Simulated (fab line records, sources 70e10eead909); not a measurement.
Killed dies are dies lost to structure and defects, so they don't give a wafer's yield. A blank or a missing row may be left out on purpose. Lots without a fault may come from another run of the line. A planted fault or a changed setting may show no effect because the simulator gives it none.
fab line records | flow nand_harc
record lots=13 wafers=39 last_day=32
route steps=1302 shown A_DECK1_JOINT@542 A_ONON_D2@564 A_CHANNEL_HOLE_D2@582 END@1302
lots that met no fault: from a run of the same line without faults
start_h: hours from the record's first day to the start of the lot's first wafer shown | wait_h: hours since the lot's step before | " the same as in the row above | L1.1+2: a row that stands for several wafers | - no value, or no start given | * or withheld: withheld | < > ~ a bound
route shown NAME@n: a module of which the file shows steps, and the number in the route of the first | usual: mean/standard deviation of fault-free wafers | same: alike in all rows | chamber/n: place in a boat | sites: the reading at each site | _std_site: their standard deviation | _edge_site: outer sites' mean less inner sites' | radius_mm: how far each site lies from the wafer's centre | mask NAME#n: copy n | behind: the tool/chamber that last shaped the wafer | hold: why the lot was held/for how many hours/how that ended | device: the transistor (n, p or np) that didn't switch | end of line: the same wafers' tests at the end of the route | a step without rows: its recipe alone | killed: dies lost to structure and defects at the first sort, not the wafer's yield | map: a wafer's dies, x killed, . not, _ none there
set.NAME: the setting as run; set.NAME@STEP: as run at that earlier step | model.NAME: the simulator's own value behind a step, which no gauge read
steps of the route over a sample of lots; a table a step, a row a wafer
services: from which hour (start_h, from the record's first day; less than 0 if before it) a tool's chamber was out of use, for how many hours, and why
## steps
# step NHARC_A_DECK1_JOINT_DEP_16
# recipe target_thk_a=450 temp_c=400 pressure_torr=6.5 rf_w=900 teos_flow_sccm=161.4 flow_sccm=2650 target_thk_nm=45 gas=O2 material=SiO2
# usual flow_sccm=2650/7.2 heater_power_w=602/110 throttle_valve_pct=15.8/0.49
# columns lot.wafer tool chamber start_h wait_h flow_sccm heater_power_w throttle_valve_pct
L128.3 pecvd-03 1 279.13 0.1 2646 583 15.9
L128.1 " 0 " " 2639 645 16.1
L128.4 " 1 " " 2649 591 15.9
L132.1 pecvd-04 0 309.51 0.1 2662 514 14.7
L132.4 " 1 " " 2642 492 15.9
L132.5 " 0 " " 2657 524 14.6
L131.3 pecvd-03 1 309.51 0.1 2647 571 15.7
L131.4 " 0 " " 2647 705 16.2
L131.6 " 1 " " 2657 556 16.1
L130.3 pecvd-04 0 309.69 0.2 2657 560 14.7
L130.5 " 2 " " 2647 843 15.8
L130.6 " 0 " " 2663 578 14.7
L134.3 pecvd-04 0 340.61 0.1 2652 496 14.6
L134.5 " 2 " " 2649 804 15.8
L134.4 " 0 " " 2635 491 14.7
L135.3 pecvd-03 1 353.57 0.2 2652 505 16.0
L135.5 " 2 " " 2641 483 16.0
L135.6 " 0 " " 2653 601 16.4
L137.3 pecvd-04 2 371.48 0.1 2653 811 15.7
L137.2 " 0 " " 2646 453 14.5
L137.6 " 0 " " 2640 455 14.7
L138.4 pecvd-02 0 393.69 0.2 2650 845 16.2
L138.6 " 0 " " 2657 842 16.3
L138.5 " 2 " " 2650 510 15.5
L139.2 pecvd-02 0 401.68 0.1 2648 805 16.4
L139.6 " 1 " " 2640 495 15.8
L139.5 " 2 " " 2638 618 15.6
L140.3 pecvd-03 2 406.05 0.1 2652 390 15.3
L140.2 " 1 " " 2658 595 15.8
L140.6 " 2 " " 2660 395 15.5
L142.3 pecvd-03 2 423.66 0.1 2640 453 15.6
L142.5 " 0 " " 2634 667 16.2
L142.4 " 2 " " 2649 443 15.4
L141.3 pecvd-02 0 423.66 0.1 2649 728 16.6
L141.4 " 1 " " 2654 627 15.7
L141.6 " 2 " " 2656 615 15.3
L149.1 pecvd-04 1 489.65 0.1 2645 555 15.8
L149.4 " 0 " " 2648 499 14.9
L149.5 " 2 " " 2650 771 15.5
# step NHARC_A_ONON_D2_DEP_28
# recipe target_thk_a=10000 n2_flow_sccm=2750 n2o_flow_sccm=2000 nh3_flow_sccm=500 sih4_flow_sccm=210 temp_c=400
# columns lot.wafer tool chamber start_h wait_h
L128.1+3+4 pecvd_onon-01 0 291.45 0.1
L131.3+4+6 pecvd_onon-01 0 322.76 0.2
L132.1+4+5 pecvd_onon-02 0 322.78 0.1
L130.3+5+6 pecvd_onon-01 0 323.10 0.2
L134.3+4+5 pecvd_onon-01 0 355.10 0.2
L135.3+5+6 pecvd_onon-01 0 366.77 0.2
L137.2+3+6 pecvd_onon-01 0 385.64 0.1
L138.4+5+6 pecvd_onon-04 0 406.10 0.2
L139.2+5+6 pecvd_onon-04 0 414.29 0.1
L140.2+3+6 pecvd_onon-01 0 419.10 0.1
L142.3+4+5 pecvd_onon-04 0 436.02 0.2
L141.3+4+6 pecvd_onon-02 0 436.19 0.2
L149.1+4+5 pecvd_onon-01 0 502.71 0.1
# step NHARC_A_ONON_D2_THK_MEAS_30
# recipe thk_meas_gauge=ellipsometry
# usual thk_nm=1004/7.4
# columns lot.wafer tool chamber start_h wait_h thk_nm
L128.1 film_metro-01 - 291.96 - 1010
L128.3 " - " " 1007
L128.4 " - " " 1009
L131.3 film_metro-01 - 323.15 - 1006
L131.4 " - " " 1003
L131.6 " - " " 1008
L132.1 film_metro-01 - 323.29 - 1009
L132.4 " - " " 1009
L132.5 " - " " 1010
L130.3 film_metro-02 - 323.50 - 1005
L130.5 " - " " 1005
L130.6 " - " " 1005
L134.3 film_metro-02 - 355.50 - 994
L134.4 " - " " 992
L134.5 " - " " 994
L135.3 film_metro-01 - 367.16 - 1008
L135.5 " - " " 1010
L135.6 " - " " 1008
L137.2 film_metro-01 - 386.12 - 996
L137.3 " - " " 997
L137.6 " - " " 996
L138.4 film_metro-01 - 406.44 - 1009
L138.5 " - " " 1009
L138.6 " - " " 1012
L139.2 film_metro-02 - 414.74 - 998
L139.5 " - " " 996
L139.6 " - " " 997
L140.2 film_metro-02 - 419.55 - 997
L140.3 " - " " 997
L140.6 " - " " 998
L142.3 film_metro-02 - 436.42 - 1009
L142.4 " - " " 1009
L142.5 " - " " 1007
L141.3 film_metro-02 - 436.60 - 1006
L141.4 " - " " 1005
L141.6 " - " " 1006
L149.1 film_metro-01 - 503.22 - 1095
L149.4 " - " " 993
L149.5 " - " " 992
# step NHARC_A_ONON_D2_DEP_33
# recipe target_thk_a=2000 temp_c=400 pressure_torr=6.5 rf_w=900 teos_flow_sccm=161.4 flow_sccm=2650 target_thk_nm=200 gas=O2 material=SiO2
# usual flow_sccm=2650/7.4 heater_power_w=601/120 throttle_valve_pct=15.7/0.56
# columns lot.wafer tool chamber start_h wait_h flow_sccm heater_power_w throttle_valve_pct
L128.1 pecvd-03 2 292.02 0.1 2649 431 15.8
L128.3 " 1 " " 2649 489 15.9
L128.4 " 0 " " 2656 659 16.3
L131.3 pecvd-04 1 323.30 0.1 2648 555 15.9
L131.4 " 2 " " 2655 738 15.8
L131.6 " 0 " " 2654 572 14.5
L132.1 pecvd-04 0 323.52 0.2 2654 485 14.7
L132.4 " 2 " " 2648 839 15.7
L132.5 " 0 " " 2645 496 14.5
L130.3 pecvd-04 2 323.79 0.3 2655 732 15.7
L130.6 " 1 " " 2644 600 16.4
L130.5 " 2 " " 2666 761 16.0
L134.3 pecvd-04 0 355.55 0.1 2657 492 14.5
L134.5 " 0 " " 2661 519 14.8
L134.4 " 1 " " 2644 588 16.1
L135.3 pecvd-01 0 367.22 0.1 2648 681 15.5
L135.6 " 0 " " 2655 676 15.4
L135.5 " 1 " " 2645 801 16.6
L137.3 pecvd-03 0 386.18 0.1 2638 613 15.9
L137.2 " 2 " " 2652 440 15.5
L137.6 " 0 " " 2650 616 16.1
L138.6 pecvd-03 2 406.63 0.2 2648 418 15.7
L138.5 " 0 " " 2657 756 16.0
L138.4 " 1 " " 2653 581 15.9
L139.2 pecvd-01 2 414.91 0.2 2644 443 16.0
L139.5 " 0 " " 2652 658 15.5
L139.6 " 2 " " 2644 448 15.9
L140.3 pecvd-04 2 419.61 0.1 2652 825 16.2
L140.2 " 0 " " 2659 542 14.8
L140.6 " 0 " " 2644 557 14.9
L142.3 pecvd-04 2 436.57 0.1 2665 864 16.1
L142.4 " 0 " " 2638 571 14.9
L142.5 " 2 " " 2658 882 16.0
L141.3 pecvd-01 2 436.74 0.1 2651 462 16.1
L141.6 " 0 " " 2652 620 15.3
L141.4 " 1 " " 2644 677 16.8
L149.1 pecvd-03 0 503.35 0.1 2638 608 16.0
L149.4 " 0 " " 2656 628 16.2
L149.5 " 1 " " 2636 530 16.2
# step NHARC_A_CHANNEL_HOLE_D2_CD_MEAS_10
# recipe target_cd_nm=100 landing_energy_ev=500
# usual cd_nm=99.9/0.45
# columns lot.wafer tool chamber start_h wait_h cd_nm
L128.1 cd_sem-02 0 298.14 - 99.2
L128.3 " 0 " " 99.9
L128.4 " 0 " " 100.0
L131.3 cd_sem-02 0 329.80 - 99.5
L131.4 " 0 " " 99.6
L131.6 " 0 " " 100.2
L132.1 cd_sem-02 0 329.95 - 99.6
L132.4 " 0 " " 99.6
L132.5 " 0 " " 99.4
L130.3 cd_sem-01 0 330.56 - 99.1
L130.5 " 0 " " 100.3
L130.6 " 0 " " 99.5
L134.3 cd_sem-02 0 358.73 - 99.3
L134.4 " 0 " " 99.5
L134.5 " 0 " " 99.5
L135.3 cd_sem-03 0 370.90 - 99.7
L135.5 " 0 " " 99.9
L135.6 " 0 " " 99.4
L137.2 cd_sem-03 0 391.38 - 100.3
L137.3 " 0 " " 99.5
L137.6 " 0 " " 100.1
L138.4 cd_sem-03 0 409.71 - 99.3
L138.5 " 0 " " 99.6
L138.6 " 0 " " 98.9
L139.2 cd_sem-02 0 417.88 - 99.6
L139.5 " 0 " " 99.6
L139.6 " 0 " " 98.9
L140.2 cd_sem-03 0 423.66 - 99.8
L140.3 " 0 " " 99.4
L140.6 " 0 " " 100.6
L142.3 cd_sem-02 0 443.25 - 100.0
L142.4 " 0 " " 99.7
L142.5 " 0 " " 100.3
L141.3 cd_sem-03 0 443.52 - 100.8
L141.4 " 0 " " 100.6
L141.6 " 0 " " 100.7
L149.4 cd_sem-01 0 506.97 - 99.6
L149.5 " 0 " " 99.8
# step NHARC_END_SORT_01
# recipe temp_c=25
# usual killed_at_array=56/19 killed_at_other=1.0/1.3 killed_at_periphery=3.8/2.2 killed_dies=61/19 killed_open=3.1/1.9 killed_short=2.3/1.5
# same gross_dies=677
# columns lot.wafer tool chamber start_h wait_h killed_at_array killed_at_other killed_at_periphery killed_dies killed_open killed_short
L149.1 prober-01 0 771.99 2.5 671 2 4 677 2 5
L149.4 prober-01 0 774.39 3.4 45 3 5 53 3 3
L149.5 prober-01 0 775.19 3.7 50 2 1 53 2 3
# killed by level:class
L149.1 A_ONON_D2:area_dep=626 A_CHANNEL_HOLE_D2:chamber_film_flake=26 A_SLIT:chamber_film_flake=7 A_CONTACT:chamber_film_flake=6 A_WL_FILL:geometric_particle:short=2 THIN_TSV:chamber_film_flake=2 P_CONTACT:geometric_particle:open=1 P_M1:geometric_particle:short=1
L149.4 A_CHANNEL_HOLE_D2:chamber_film_flake=24 A_SLIT:chamber_film_flake=10 P_ZERO_WELL:chamber_film_flake=3 THIN_TSV:chamber_film_flake=3 A_CHANNEL_FILL_D2:chamber_film_flake=2 A_CONTACT:chamber_film_flake=2 P_M0:geometric_particle:open=1 A_ONON_D1:geometric_particle:short=1
L149.5 A_CHANNEL_HOLE_D2:chamber_film_flake=33 A_SLIT:chamber_film_flake=9 THIN_TSV:chamber_film_flake=2 A_ONON_D1:geometric_particle:short=1 A_DECK1_JOINT:geometric_particle:short=1 A_CHANNEL_HOLE_D2:geometric_particle:open=1 A_WL_FILL:geometric_particle:short=1 A_M1:geometric_particle:open=1
## services
# columns tool chamber start_h hours kind
pecvd_onon-01 - 269.08 13.0 pm
pecvd-04 - 269.13 13.0 pm
pecvd-04 0 269.13 13.0 vent_cycle
pecvd-04 1 269.13 13.0 vent_cycle
pecvd-01 0 301.85 8.6 repair
pecvd-01 - 311.38 13.0 pm
pecvd_onon-04 - 311.46 13.0 pm
pecvd-04 1 324.70 4.3 repair
pecvd-03 - 366.00 13.0 pm
pecvd_onon-02 - 366.09 13.0 pm
pecvd-02 1 373.79 25.4 repair
pecvd-02 - 408.25 13.0 pm
pecvd-04 - 415.79 1.6 repair
pecvd_onon-04 - 421.60 2.2 repair
pecvd-01 - 424.23 1.0 repair
pecvd-04 - 427.96 0.3 repair
pecvd-02 0 440.25 12.8 repair
pecvd_onon-01 - 450.08 13.0 pm
pecvd-04 - 450.40 13.0 pm
pecvd_onon-04 - 464.98 2.6 repair
pecvd-03 2 483.37 145.3 repair
pecvd_onon-04 - 492.46 13.0 pm
pecvd-01 - 492.61 13.0 pm
pecvd-02 2 503.27 5.1 repair
## key
first_sign step=NHARC_A_ONON_D2_THK_MEAS_30 reading=thk_nm direction=up sigmas=12 usual=1004 struck=1095
effect step=NHARC_END_SORT_01 reading=killed_at_array direction=up sigmas=33 usual=56 struck=671
more_kills_born_at NHARC_A_ONON_D2_DEP_28@pecvd_onon-01=626
met_at NHARC_A_ONON_D2_DEP_28
struck_lots L149
struck_wafers L149.1
later_rows_left_out L149.1
tester_left_out L149
not_acting_at NHARC_A_DECK1_JOINT_DEP_16,NHARC_A_ONON_D2_DEP_33,NHARC_A_CHANNEL_HOLE_D2_CD_MEAS_10
onset_between 419.10 502.71
fault kind=process_parameter_drift tool=pecvd_onon-01 chamber=- onset_h=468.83 steps=NHARC_A_ONON_D2_DEP_28 channel=target_thk_a offset=* shape=step end_h=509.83 scope=struck_wafers_only acts_in=* stated=*
# tester_left_out: of these lots the tester's yield and bins aren't shown, on N5 and GAA mostly nor the transistor test; their killed dies are dies lost to structure and defects alone, not to doping, threshold or leakage, so they don't give the yield
# later_rows_left_out: the simulator's readings of these wafers behind a module that went badly wrong aren't trusted and aren't shown, but for the sort
